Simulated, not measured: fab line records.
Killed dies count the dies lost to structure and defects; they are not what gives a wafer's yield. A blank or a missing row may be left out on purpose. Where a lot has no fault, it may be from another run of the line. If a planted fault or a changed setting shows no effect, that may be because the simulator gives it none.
fab line records + flow n5_finfet
record
- lots=5
- wafers=15
- last_day=17
route steps=1938 shown BEOL_M4@1099 BEOL_M5@1112 MIM_TOP_ETCH@1852 PASSIVATION@1936
lots untouched by any fault: they come from a run of this same line in which no faults occurred
start_h: the number of hours between the record's first day and the start of the first shown wafer of the lot + wait_h: hours since the lot's step before + " repeats the value in the row above + L1.1+2: one row covering several wafers at once + - no value present, or no start provided + * or withheld: withheld + < > ~ a bound
route shown NAME@n: a module of which the file shows steps, and the number in the route of the first + usual: average and standard deviation across the fault-free wafers + same: alike in all rows + chamber/n: place in a boat + sites: the reading at each site + _std_site: the standard deviation of these + _edge_site: mean of outer sites minus mean of inner sites + radius_mm: for every site, how far away it sits from the centre of the wafer + mask NAME#n: copy n + behind: the tool/chamber that last shaped the wafer + hold: the reason the lot was held/the length of the hold in hours/how it ended + device: names the non-switching transistor (n, p or np) + end of line: the same wafers' tests at the end of the route + for a step that has no rows: nothing shown but its recipe + killed: at the first sort, the dies lost to defects and structure; wafer yield is something else + map: per-die view of a wafer (x killed, . not killed, _ where there is no die)
set.NAME: the setting as run; set.NAME@STEP: as run at that earlier step + model.NAME: the simulator's own value behind a step, which no gauge read
lots at selected steps of the route; one table per step, one row per wafer
services: from which hour (start_h, from the record's first day; less than 0 if before it) a tool's chamber was out of use, for how many hours, and why
## steps
# step N5_BEOL_M4_ANNEAL_95
# recipe
- temp_c=400
- time_s=240
- ambient=vacuum
# step N5_BEOL_M4_SPUTTER_96
# recipe
- material=Cu
- target_thk_a=45
- temp_c=-20
- chamber_pressure_pa=0.07
- power_w=withheld
- time_s=8.29
# step N5_BEOL_M4_ECD_50
# recipe
- material=Cu
- target_thk_a=3000
# step N5_BEOL_M4_ANNEAL_51
# recipe
- temp_c=225
- time_s=90
- ambient=N2
# step N5_BEOL_M4_CMP_52
# recipe
- stop_on=SiOC
- t_overpolish_s=6.8
- down_force_psi=1
- platen_rpm=50
- clearing_platen_down_force_psi=1.5
- clearing_platen_rpm=50
- post_cmp_clean=cu_alkaline
- target_thk_nm=40
- clearing_platen_pad_velocity_m_s=0.99484
- pad_velocity_m_s=0.99484
# step N5_BEOL_M4_PRE_CLEAN_60
# recipe
- gas=NH3/H2
- time_s=15
- temp_c=*
- rf_power_w=300
# step N5_BEOL_M4_CO_CAP_55
# recipe
- material=Co
- target_thk_a=20
- temp_c=200
- precursor=CCTBA/H2
- pressure_torr=30
- time_s=102.1
# step N5_BEOL_M4_PRE_CLEAN_56
# recipe
- gas=NH3
- time_s=15
- temp_c=withheld
- rf_power_w=300
# step N5_BEOL_M4_DEP_57
# recipe
- material=SiCN
- target_thk_a=80
- temp_c=withheld
- precursor=3MS/NH3
- pressure_torr=3
- rf_w=202
- time_s=14
# step N5_BEOL_M4_RC_MEAS_101
# usual
- DIBL_N=35.6/1.7
- DIBL_P=35.0/2
- IOFF_N=0.148/0.027
- IOFF_P=0.19/0.032
- ION_N=671/14
- ION_P=460/9.1
- SS_N=71.3/0.62
- SS_P=73.0/0.64
- VT_N=251/3.2
- VT_P=-251.5/2.9
| lot.wafer | tool      | chamber | start_h | wait_h | DIBL_N[mV/V] | DIBL_P[mV/V] | IOFF_N[nA/um] | IOFF_P[nA/um] | ION_N[uA/um] | ION_P[uA/um] | SS_N[mV/dec] | SS_P[mV/dec] | VT_N[mV] | VT_P[mV] |
|-----------|-----------|---------|---------|--------|--------------|--------------|---------------|---------------|--------------|--------------|--------------|--------------|----------|----------|
| L565.1    | prober-01 | 0       | 275.50  | 0.0    | 38.2         | 36.9         | 0.191         | 0.24          | 690          | 471          | 71.5         | 73.9         | 246      | -249.2   |
| L565.2    | "         | 0       | "       | "      | 39.2         | 38.3         | 0.219         | 0.26          | 678          | 466          | 71.3         | 74.0         | 246      | -247.0   |
| L565.6    | "         | 0       | "       | "      | 36.8         | 35.6         | 0.172         | 0.22          | 689          | 468          | 70.8         | 74.6         | 247      | -248.6   |
| L568.3    | prober-02 | 0       | 282.14  | 0.3    | 34.0         | 33.8         | 0.119         | 0.17          | 667          | 458          | 70.3         | 72.6         | 256      | -253.8   |
| L568.4    | "         | 0       | "       | "      | 36.5         | 35.1         | 0.149         | 0.19          | 660          | 450          | 71.7         | 73.2         | 254      | -252.9   |
| L568.5    | "         | 0       | "       | "      | 34.0         | 33.3         | 0.117         | 0.16          | 656          | 450          | 70.5         | 72.7         | 257      | -253.5   |
| L570.1    | prober-01 | 0       | 296.51  | 0.0    | 36.1         | 35.4         | 0.141         | 0.18          | 672          | 458          | 70.8         | 72.8         | 252      | -252.9   |
| L570.3    | "         | 0       | "       | "      | 36.5         | 36.2         | 0.153         | 0.19          | 670          | 457          | 70.9         | 72.4         | 251      | -250.3   |
| L570.5    | "         | 0       | "       | "      | 37.2         | 36.2         | 0.154         | 0.18          | 670          | 452          | 71.8         | 73.2         | 252      | -253.0   |
| L569.2    | prober-02 | 0       | 298.73  | 0.2    | 36.1         | 34.5         | 0.139         | 0.17          | 659          | 447          | 70.9         | 73.2         | 252      | -255.2   |
| L569.3    | "         | 0       | "       | "      | 35.3         | 32.9         | 0.124         | 0.15          | 664          | 451          | 70.7         | 73.3         | 253      | -255.9   |
| L569.6    | "         | 0       | "       | "      | 38.3         | 36.3         | 0.174         | 0.20          | 678          | 455          | 71.8         | 73.3         | 249      | -252.0   |
| L572.3    | prober-02 | 0       | 305.54  | 0.3    | 37.1         | 35.2         | 0.139         | 0.20          | 672          | 466          | 71.4         | 72.7         | 254      | -249.0   |
| L572.5    | "         | 0       | "       | "      | 38.1         | 37.9         | 0.180         | 0.25          | 701          | 479          | 71.5         | 72.9         | 248      | -249.3   |
| L572.6    | "         | 0       | "       | "      | 36.0         | 34.7         | 0.131         | 0.19          | 667          | 458          | 71.0         | 73.1         | 252      | -251.6   |
# step N5_BEOL_M5_ILD_DEP_00
# recipe
- material=SiCOH_lowk
- target_thk_a=1406.4
- temp_c=300
- precursor=DEMS/porogen
- pressure_torr=5
- rf_w=500
- time_s=25.9
# step N5_BEOL_M5_CURE_79
# recipe
- temp_c=385
- time_s=240
- ambient=He/Ar
- material=SiCOH_lowk
# step N5_BEOL_M5_PECVD_70
# recipe
- material=SiO2
- target_thk_a=160
- temp_c=400
- precursor=TEOS/O2
- pressure_torr=5.5
- rf_w=450
- teos_flow_sccm=53.8
- gas=O2
- flow_sccm=3000
- time_s=18
# step N5_BEOL_M5_HM_DEP_02
# recipe
- material=TiN
- target_thk_a=200
- temp_c=25
- chamber_pressure_pa=0.49996
# step N5_BEOL_M5_COAT_59
# recipe
- resist=SOC
- temp_c=250
- time_s=60
- spin_rpm=1500
- resist_thk_nm=60
# step N5_BEOL_M5_COAT_60
# recipe
- resist=SiARC
- temp_c=220
- time_s=60
- spin_rpm=1500
- resist_thk_nm=12
# step N5_BEOL_M5_COAT_71
# recipe
- resist=underlayer
- temp_c=205
- time_s=60
- spin_rpm=1500
- resist_thk_nm=5
# step N5_BEOL_M5_COAT_05
# recipe
- resist=CAR-EUV
- spin_rpm=1500
- resist_thk_nm=30
# step N5_BEOL_M5_EBR_07
# recipe
- solvent=PGMEA
- ebr_width_mm=1.5
# step N5_BEOL_M5_SOFTBAKE_06
# recipe
- temp_c=110
- time_s=60
- resist=CAR-EUV
# step N5_BEOL_M5_EXPOSE_08
# recipe
- mask_id=M5
- na=0.33
- source_shape=annular
- sigma_inner=0.4
- sigma_outer=0.8
- polarization=unpolarized
- target_cd_nm=28
- dose_mj=35.75
# step N5_BEOL_M5_PEB_09
# recipe
- peb_temp_c=100
- peb_time_s=60
- resist=CAR-EUV
# step N5_BEOL_M5_DEVELOP_10
# recipe
- develop_time_s=30
- developer=TMAH
- resist=CAR-EUV
- rinse_liquid=surfactant_rinse
- dry=air_spin
- dev_temp_c=23
# step N5_BEOL_M5_DESCUM_16
# recipe
- chemistry=O2
- time_s=7
- source_power_w=50
- bias_power_w=20
- pressure_mtorr=20
- rf_frequency_hz=2.712e+07
- temp_c=40
- resist=CAR-EUV
- o2_flow_sccm=225
# step N5_BEOL_M5_ETCH_72
# recipe
- chemistry=N2/H2
- target=underlayer
- target_depth_a=65
- mask_material=CAR-EUV
- time_s=5.2
- ion_energy_ev=200
- pressure_mtorr=30
- source_w=840
- bias_w=150
- n2_flow_sccm=200
- h2_flow_sccm=200
- ends=cleared
# step N5_BEOL_M5_ETCH_61
# recipe
- chemistry=CF4
- target=SiARC
- target_depth_a=156
- mask_material=CAR-EUV
- time_s=26
- ion_energy_ev=80
- pressure_mtorr=40
- source_w=545
- bias_w=36
- Ar_flow_sccm=100
- cf4_flow_sccm=100
- ends=cleared
# step N5_BEOL_M5_ETCH_62
# recipe
- chemistry=N2/H2
- target=SOC
- target_depth_a=750
- overetch_a=150
- mask_material=SiARC
- temp_c=40
- time_s=112.5
- ion_energy_ev=200
- pressure_mtorr=30
- source_w=840
- bias_w=150
- n2_flow_sccm=200
- h2_flow_sccm=200
# step N5_BEOL_M5_STRIP_63
# recipe
- chemistry=N2/H2
- temp_c=40
- n2_flow_sccm=200
- h2_flow_sccm=200
- rf_frequency_hz=6e+07
# step N5_BEOL_M5_STRIP_73
# recipe
- chemistry=N2/H2
- temp_c=40
- n2_flow_sccm=200
- h2_flow_sccm=200
- rf_frequency_hz=6e+07
# step N5_BEOL_M5_STRIP_64
# recipe
- chemistry=CF4
- resist=SiARC
- power_w=300
- bias_power_w=75
- pressure_mtorr=50
- cf4_flow_sccm=150
- rf_frequency_hz=6e+07
# step N5_BEOL_M5_HM_OPEN_17
# recipe
- chemistry=Cl2/BCl3
- target_depth_a=200
- overetch_a=60
- target=TiN
- mask_material=SOC
- ion_energy_ev=150
- pressure_mtorr=10
- icp_w=1000
- bias_w=126
- Cl2_flow_sccm=53.25
- bcl3_flow_sccm=21.75
- Ar_flow_sccm=25
# step N5_BEOL_M5_STRIP_19
# recipe
- chemistry=O2
- power_w=400
- temp_c=40
- pressure_mtorr=30
- rf_frequency_hz=6e+07
- bias_power_w=0
- overash_fraction=0.2
- o2_flow_sccm=225
# step N5_BEOL_M5_COAT_65
# recipe
- resist=SOC
- temp_c=250
- time_s=60
- spin_rpm=1500
- resist_thk_nm=60
# step N5_BEOL_M5_COAT_66
# recipe
- resist=SiARC
- temp_c=220
- time_s=60
- spin_rpm=1500
- resist_thk_nm=12
# step N5_MIM_TOP_ETCH_STRIP_01
# recipe
- chemistry=O2
- power_w=600
- temp_c=60
- pressure_mtorr=30
- rf_frequency_hz=6e+07
- bias_power_w=0
- overash_fraction=0.5
- o2_flow_sccm=225
# usual
- bias_power_w=0/0
- chamber_pressure_mTorr=29.99/0.084
- drypump_motor_current_A=5.7/0.31
- oes_product_au=0.80/0.086
- rf_vpp_V=3.5/1.2
- showerhead_plenum_p_Torr=2.10/0.071
- throttle_valve_pct=16.58/0.21
| lot.wafer | tool        | chamber | start_h | wait_h | bias_power_w | chamber_pressure_mTorr | drypump_motor_current_A | oes_product_au | rf_hours_counter_h | rf_vpp_V | showerhead_plenum_p_Torr | throttle_valve_pct | model.coat_of_MIM_TOP_LITHO_COAT_02.thk_nm |
|-----------|-------------|---------|---------|--------|--------------|------------------------|-------------------------|----------------|--------------------|----------|--------------------------|--------------------|--------------------------------------------|
| L565.1    | rie_diel-04 | 0       | 383.10  | 0.1    | 0            | 30.02                  | 5.7                     | 0.67           | 247                | 5.3      | 2.06                     | 17.17              | *                                          |
| L565.2    | "           | 3       | "       | "      | 0            | 30.13                  | 5.5                     | 0.90           | 20                 | 2.9      | 2.24                     | 16.76              | *                                          |
| L565.6    | "           | 3       | "       | "      | 0            | 30.12                  | 5.5                     | 0.90           | -                  | 3.2      | 2.24                     | 16.75              | *                                          |
| L568.3    | rie_diel-05 | 2       | 384.97  | 0.2    | -            | -                      | -                       | -              | -                  | -        | -                        | -                  | *                                          |
| L568.4    | "           | 3       | "       | "      | -            | -                      | -                       | -              | -                  | -        | -                        | -                  | *                                          |
| L568.5    | "           | 2       | "       | "      | -            | -                      | -                       | -              | -                  | -        | -                        | -                  | *                                          |
| L570.1    | rie_diel-04 | 1       | 399.52  | 0.2    | -            | -                      | -                       | -              | -                  | -        | -                        | -                  | *                                          |
| L570.3    | "           | 3       | "       | "      | -            | -                      | -                       | -              | -                  | -        | -                        | -                  | *                                          |
| L570.5    | "           | 3       | "       | "      | -            | -                      | -                       | -              | -                  | -        | -                        | -                  | *                                          |
| L572.3    | rie_diel-04 | 3       | 399.60  | 0.1    | -            | -                      | -                       | -              | -                  | -        | -                        | -                  | *                                          |
| L572.5    | "           | 1       | "       | "      | -            | -                      | -                       | -              | -                  | -        | -                        | -                  | *                                          |
| L572.6    | "           | 2       | "       | "      | -            | -                      | -                       | -              | -                  | -        | -                        | -                  | *                                          |
| L569.2    | rie_diel-02 | 3       | 399.70  | 0.2    | 0            | 29.92                  | 5.5                     | 0.83           | 60                 | 4.0      | 2.03                     | 16.71              | *                                          |
| L569.3    | "           | 2       | "       | "      | 0            | 30.10                  | 5.6                     | 0.83           | 59                 | 3.6      | 2.12                     | 16.39              | *                                          |
| L569.6    | "           | 3       | "       | "      | 0            | 29.96                  | 5.5                     | 0.83           | -                  | 3.5      | 2.02                     | 16.70              | *                                          |
# step N5_PASSIVATION_PROBE_49
# usual
- defect_limited_yield=91.2/1.6
- killed_at_M0_to_M3=35/11
- killed_at_M4_up=14/5.4
- killed_at_contacts=13/6
- killed_at_front_end=38/11
- killed_at_other=3.4/2.6
- killed_dies=104/19
- killed_on_rim=13/3.9
- killed_open=68/13
- killed_short=34/8.5
- sort_bin_5_function=5.1/1
- sort_bin_6_memory=3.3/0.72
- sort_n_pass=1075/22
- sort_yield_pct=91.1/1.9
# same
- gross_dies=1180
- killed_at_back_side=0
- sort_bin_4_leakage[%]=0
- sort_bin_8_speed[%]=0
| lot.wafer | tool      | chamber | start_h | wait_h | defect_limited_yield[%] | killed_at_M0_to_M3 | killed_at_M4_up | killed_at_contacts | killed_at_front_end | killed_at_other | killed_dies | killed_on_rim | killed_open | killed_short | sort_bin_5_function[%] | sort_bin_6_memory[%] | sort_n_pass | sort_yield_pct[%] |
|-----------|-----------|---------|---------|--------|-------------------------|--------------------|-----------------|--------------------|---------------------|-----------------|-------------|---------------|-------------|--------------|------------------------|----------------------|-------------|-------------------|
| L565.1    | prober-01 | -       | 395.56  | 0.0    | 93.6                    | 26                 | 5               | 15                 | 25                  | 4               | 75          | 10            | 56          | 19           | 4.3                    | 2.0                  | 1105        | 93.6              |
| L565.2    | prober-01 | -       | 395.61  | 0.1    | 92.9                    | 20                 | 11              | 8                  | 40                  | 5               | 84          | 14            | 44          | 39           | 3.9                    | 3.0                  | 1096        | 92.9              |
| L565.6    | prober-01 | -       | 395.81  | 0.3    | 92.2                    | 36                 | 9               | 13                 | 25                  | 9               | 92          | 14            | 57          | 33           | 4.2                    | 3.1                  | 1088        | 92.2              |
| L568.3    | prober-01 | -       | 396.53  | 0.1    | 0                       | 30                 | 12              | 12                 | 42                  | 1084            | 1180        | 152           | 59          | 38           | 96.2                   | 3.6                  | 0           | 0                 |
| L568.4    | prober-01 | -       | 396.58  | 0.2    | 0                       | 32                 | 15              | 16                 | 42                  | 1075            | 1180        | 152           | 78          | 28           | 96.9                   | 2.9                  | 0           | 0                 |
| L568.5    | prober-01 | -       | 396.63  | 0.2    | 0                       | 15                 | 11              | 14                 | 45                  | 1095            | 1180        | 152           | 54          | 32           | 97.0                   | 2.8                  | 0           | 0                 |
| L570.1    | prober-02 | -       | 408.28  | 0.0    | 0                       | 40                 | 3               | 12                 | 28                  | 1097            | 1180        | 152           | 61          | 26           | 96.4                   | 3.1                  | 0           | 0                 |
| L570.3    | prober-02 | -       | 408.38  | 0.1    | 0                       | 26                 | 13              | 22                 | 42                  | 1077            | 1180        | 152           | 70          | 36           | 95.8                   | 3.7                  | 0           | 0                 |
| L570.5    | prober-02 | -       | 408.48  | 0.2    | 0                       | 34                 | 5               | 10                 | 48                  | 1083            | 1180        | 152           | 68          | 32           | 96.4                   | 3.4                  | 0           | 0                 |
| L572.3    | prober-01 | -       | 409.07  | 0.1    | 0                       | 45                 | 10              | 29                 | 40                  | 1056            | 1180        | 152           | 81          | 43           | 95.9                   | 3.9                  | 0           | 0                 |
| L572.5    | prober-01 | -       | 409.17  | 0.2    | 0                       | 21                 | 25              | 22                 | 70                  | 1042            | 1180        | 152           | 103         | 36           | 95.4                   | 4.2                  | 0           | 0                 |
| L572.6    | prober-01 | -       | 409.22  | 0.3    | 0                       | 57                 | 20              | 19                 | 33                  | 1051            | 1180        | 152           | 90          | 40           | 95.1                   | 4.6                  | 0           | 0                 |
# killed by level:class
L565.1 MOL_CONTACT_COAG:geometric_particle:open=13 BEOL_M2:geometric_particle:open=7 DUMMY_GATE:geometric_particle:open=5 FIN_SAQP:geometric_particle:open=4 STI_FIN_REVEAL:geometric_particle:open=4 BEOL_M1:geometric_particle:open=4 BEOL_M0:geometric_particle:open=4 BEOL_M0_SAQP:geometric_particle:open=3
L565.2 BEOL_M0_SAQP:geometric_particle:open=8 FIN_SAQP:geometric_particle:open=7 BEOL_M0_SAQP:geometric_particle:short=7 ILD0:geometric_particle:short=6 GATE_CUT:geometric_particle:short=4 MOL_CONTACT_COAG:geometric_particle:open=4 MOL_CONTACT_COAG:geometric_particle:short=4 BEOL_M7:geometric_particle:open=4
L565.6 MOL_CONTACT_COAG:geometric_particle:open=10 BEOL_M3:geometric_particle:open=9 BEOL_M1:geometric_particle:open=8 BEOL_M2:geometric_particle:short=6 BEOL_M2:geometric_particle:open=6 FIN_SAQP:geometric_particle:short=4 GATE_CUT:geometric_particle:short=4 FIN_SAQP:geometric_particle:open=3
L568.3 MIM_TOP_ETCH:area_pecvd=1082 FIN_SAQP:geometric_particle:short=11 MOL_CONTACT_COAG:geometric_particle:open=11 STI_FIN_REVEAL:geometric_particle:open=9 BEOL_M0_SAQP:geometric_particle:short=9 FIN_SAQP:geometric_particle:open=8 BEOL_M0_SAQP:geometric_particle:open=8 GATE_CUT:geometric_particle:short=5
L568.4 MIM_TOP_ETCH:area_pecvd=1072 FIN_SAQP:geometric_particle:open=13 MOL_CONTACT_COAG:geometric_particle:open=13 BEOL_M0_SAQP:geometric_particle:open=11 STI_FIN_REVEAL:geometric_particle:open=10 BEOL_M0_SAQP:geometric_particle:short=7 FIN_SAQP:geometric_particle:short=6 BEOL_M2:geometric_particle:open=6
L568.5 MIM_TOP_ETCH:area_pecvd=1092 STI_FIN_REVEAL:geometric_particle:open=15 MOL_CONTACT_COAG:geometric_particle:open=11 FIN_SAQP:geometric_particle:open=6 FIN_SAQP:geometric_particle:short=6 BEOL_M0_SAQP:geometric_particle:short=5 DUMMY_GATE:geometric_particle:short=4 GATE_CUT:geometric_particle:short=4
L570.1 MIM_TOP_ETCH:area_pecvd=1093 STI_FIN_REVEAL:geometric_particle:open=11 BEOL_M3:geometric_particle:open=11 MOL_CONTACT_COAG:geometric_particle:open=9 BEOL_M0_SAQP:geometric_particle:short=9 BEOL_M0_SAQP:geometric_particle:open=8 ILD0:geometric_particle:open=4 MOL_CONTACT_COAG:geometric_particle:short=3
L570.3 MIM_TOP_ETCH:area_pecvd=1074 MOL_CONTACT_COAG:geometric_particle:open=14 FIN_SAQP:geometric_particle:open=13 BEOL_M2:geometric_particle:open=10 MOL_CONTACT_COAG:geometric_particle:short=8 FIN_SAQP:geometric_particle:short=7 STI_FIN_REVEAL:geometric_particle:open=6 BEOL_M4:geometric_particle:open=4
L570.5 MIM_TOP_ETCH:area_pecvd=1080 BEOL_M2:geometric_particle:open=15 STI_FIN_REVEAL:geometric_particle:open=13 GATE_CUT:geometric_particle:short=7 MOL_CONTACT_COAG:geometric_particle:open=7 FIN_SAQP:geometric_particle:open=5 BEOL_M0_SAQP:geometric_particle:open=5 FIN_SAQP:geometric_particle:short=4
L572.3 MIM_TOP_ETCH:area_pecvd=1055 MOL_CONTACT_COAG:geometric_particle:open=19 FIN_SAQP:geometric_particle:open=14 BEOL_M0_SAQP:geometric_particle:open=12 MOL_CONTACT_COAG:geometric_particle:short=10 BEOL_M2:geometric_particle:open=8 BEOL_M3:geometric_particle:short=8 BEOL_M3:geometric_particle:open=8
L572.5 MIM_TOP_ETCH:area_pecvd=1041 STI_FIN_REVEAL:geometric_particle:open=27 MOL_CONTACT_COAG:geometric_particle:open=20 FIN_SAQP:geometric_particle:open=19 BEOL_M4:geometric_particle:open=9 BEOL_M4:geometric_particle:short=9 FIN_SAQP:geometric_particle:short=8 BEOL_M3:geometric_particle:open=8
L572.6 MIM_TOP_ETCH:area_pecvd=1050 MOL_CONTACT_COAG:geometric_particle:open=16 BEOL_M3:geometric_particle:open=16 BEOL_M4:geometric_particle:open=14 BEOL_M0_SAQP:geometric_particle:short=12 FIN_SAQP:geometric_particle:open=9 BEOL_M2:geometric_particle:open=8 BEOL_M0_SAQP:geometric_particle:open=8
# map L568.3 (x killed, . not)
_________________xxxxxxxxxxxx________________
______________xxxxxxxxxxxxxxxxxx_____________
___________xxxxxxxxxxxxxxxxxxxxxxxx__________
__________xxxxxxxxxxxxxxxxxxxxxxxxxx_________
________xxxxxxxxxxxxxxxxxxxxxxxxxxxxxx_______
_______xxxxxxxxxxxxxxxxxxxxxxxxxxxxxxxx______
______xxxxxxxxxxxxxxxxxxxxxxxxxxxxxxxxxx_____
_____xxxxxxxxxxxxxxxxxxxxxxxxxxxxxxxxxxxx____
____xxxxxxxxxxxxxxxxxxxxxxxxxxxxxxxxxxxxxx___
___xxxxxxxxxxxxxxxxxxxxxxxxxxxxxxxxxxxxxxxx__
___xxxxxxxxxxxxxxxxxxxxxxxxxxxxxxxxxxxxxxxx__
__xxxxxxxxxxxxxxxxxxxxxxxxxxxxxxxxxxxxxxxxxx_
__xxxxxxxxxxxxxxxxxxxxxxxxxxxxxxxxxxxxxxxxxx_
_xxxxxxxxxxxxxxxxxxxxxxxxxxxxxxxxxxxxxxxxxxxx
_xxxxxxxxxxxxxxxxxxxxxxxxxxxxxxxxxxxxxxxxxxxx
_xxxxxxxxxxxxxxxxxxxxxxxxxxxxxxxxxxxxxxxxxxxx
_xxxxxxxxxxxxxxxxxxxxxxxxxxxxxxxxxxxxxxxxxxxx
_xxxxxxxxxxxxxxxxxxxxxxxxxxxxxxxxxxxxxxxxxxxx
_xxxxxxxxxxxxxxxxxxxxxxxxxxxxxxxxxxxxxxxxxxxx
_xxxxxxxxxxxxxxxxxxxxxxxxxxxxxxxxxxxxxxxxxxxx
_xxxxxxxxxxxxxxxxxxxxxxxxxxxxxxxxxxxxxxxxxxxx
__xxxxxxxxxxxxxxxxxxxxxxxxxxxxxxxxxxxxxxxxxx_
__xxxxxxxxxxxxxxxxxxxxxxxxxxxxxxxxxxxxxxxxxx_
___xxxxxxxxxxxxxxxxxxxxxxxxxxxxxxxxxxxxxxxx__
___xxxxxxxxxxxxxxxxxxxxxxxxxxxxxxxxxxxxxxxx__
____xxxxxxxxxxxxxxxxxxxxxxxxxxxxxxxxxxxxxx___
_____xxxxxxxxxxxxxxxxxxxxxxxxxxxxxxxxxxxx____
______xxxxxxxxxxxxxxxxxxxxxxxxxxxxxxxxxx_____
_______xxxxxxxxxxxxxxxxxxxxxxxxxxxxxxxx______
________xxxxxxxxxxxxxxxxxxxxxxxxxxxxxx_______
__________xxxxxxxxxxxxxxxxxxxxxxxxxx_________
___________xxxxxxxxxxxxxxxxxxxxxxxx__________
______________xxxxxxxxxxxxxxxxxx_____________
_________________xxxxxxxxxxxx________________
# map L570.1 (x killed, . not)
_________________xxxxxxxxxxxx________________
______________xxxxxxxxxxxxxxxxxx_____________
___________xxxxxxxxxxxxxxxxxxxxxxxx__________
__________xxxxxxxxxxxxxxxxxxxxxxxxxx_________
________xxxxxxxxxxxxxxxxxxxxxxxxxxxxxx_______
_______xxxxxxxxxxxxxxxxxxxxxxxxxxxxxxxx______
______xxxxxxxxxxxxxxxxxxxxxxxxxxxxxxxxxx_____
_____xxxxxxxxxxxxxxxxxxxxxxxxxxxxxxxxxxxx____
____xxxxxxxxxxxxxxxxxxxxxxxxxxxxxxxxxxxxxx___
___xxxxxxxxxxxxxxxxxxxxxxxxxxxxxxxxxxxxxxxx__
___xxxxxxxxxxxxxxxxxxxxxxxxxxxxxxxxxxxxxxxx__
__xxxxxxxxxxxxxxxxxxxxxxxxxxxxxxxxxxxxxxxxxx_
__xxxxxxxxxxxxxxxxxxxxxxxxxxxxxxxxxxxxxxxxxx_
_xxxxxxxxxxxxxxxxxxxxxxxxxxxxxxxxxxxxxxxxxxxx
_xxxxxxxxxxxxxxxxxxxxxxxxxxxxxxxxxxxxxxxxxxxx
_xxxxxxxxxxxxxxxxxxxxxxxxxxxxxxxxxxxxxxxxxxxx
_xxxxxxxxxxxxxxxxxxxxxxxxxxxxxxxxxxxxxxxxxxxx
_xxxxxxxxxxxxxxxxxxxxxxxxxxxxxxxxxxxxxxxxxxxx
_xxxxxxxxxxxxxxxxxxxxxxxxxxxxxxxxxxxxxxxxxxxx
_xxxxxxxxxxxxxxxxxxxxxxxxxxxxxxxxxxxxxxxxxxxx
_xxxxxxxxxxxxxxxxxxxxxxxxxxxxxxxxxxxxxxxxxxxx
__xxxxxxxxxxxxxxxxxxxxxxxxxxxxxxxxxxxxxxxxxx_
__xxxxxxxxxxxxxxxxxxxxxxxxxxxxxxxxxxxxxxxxxx_
___xxxxxxxxxxxxxxxxxxxxxxxxxxxxxxxxxxxxxxxx__
___xxxxxxxxxxxxxxxxxxxxxxxxxxxxxxxxxxxxxxxx__
____xxxxxxxxxxxxxxxxxxxxxxxxxxxxxxxxxxxxxx___
_____xxxxxxxxxxxxxxxxxxxxxxxxxxxxxxxxxxxx____
______xxxxxxxxxxxxxxxxxxxxxxxxxxxxxxxxxx_____
_______xxxxxxxxxxxxxxxxxxxxxxxxxxxxxxxx______
________xxxxxxxxxxxxxxxxxxxxxxxxxxxxxx_______
__________xxxxxxxxxxxxxxxxxxxxxxxxxx_________
___________xxxxxxxxxxxxxxxxxxxxxxxx__________
______________xxxxxxxxxxxxxxxxxx_____________
_________________xxxxxxxxxxxx________________
## services
| tool        | chamber | start_h | hours | kind                          |
|-------------|---------|---------|-------|-------------------------------|
| rie_diel-02 | 0       | 377.97  | -     | clean                         |
| rie_diel-02 | 0       | 377.97  | -     | consumable_replace:focus_ring |
| rie_diel-02 | 0       | 377.97  | -     | consumable_replace:showerhead |
| rie_diel-02 | 0       | 377.97  | 28.3  | scheduled_down                |
| rie_diel-02 | 0       | 377.97  | 28.3  | vent_cycle                    |
| rie_diel-05 | -       | 379.52  | 0.5   | repair                        |
| rie_diel-02 | 3       | 381.15  | 5.7   | repair                        |
| rie_diel-04 | 0       | 389.62  | -     | clean                         |
| rie_diel-04 | 0       | 389.62  | -     | consumable_replace:focus_ring |
| rie_diel-04 | 0       | 389.62  | 32.8  | scheduled_down                |
| rie_diel-04 | 0       | 389.62  | 32.8  | vent_cycle                    |
## key
first_sign
- step=N5_MIM_TOP_ETCH_STRIP_01
- reading=tool_record
- direction=missing
effect
- step=N5_PASSIVATION_PROBE_49
- reading=killed_at_other
- direction=up
- sigmas=99+
- usual=3.4
- struck=1073.3
model_effect
- step=N5_MIM_TOP_ETCH_STRIP_01
- value=coat_of_MIM_TOP_LITHO_COAT_02.thk_nm
- without=*
- struck=*
more_kills_born_at
- N5_MIM_TOP_ETCH_PECVD_03@pecvd-02=6493
- N5_MIM_TOP_ETCH_PECVD_03@pecvd-01=3146
met_at N5_MIM_TOP_ETCH_STRIP_01
struck_wafers L568.3,L568.4,L568.5,L570.1,L570.3,L570.5,L572.3,L572.5,L572.6
later_rows_left_out L568.3,L568.4,L568.5,L570.1,L570.3,L570.5,L572.3,L572.5,L572.6
onset_between 383.10 384.97
fault
- kind=skipped_step_whole
- tool=rie_diel-04,rie_diel-05
- chamber=-
- onset_h=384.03
- steps=N5_MIM_TOP_ETCH_STRIP_01
- scope=struck_lots_only
# later_rows_left_out: the simulator's readings of these wafers behind a module that went badly wrong aren't trusted and aren't shown, but for the sort
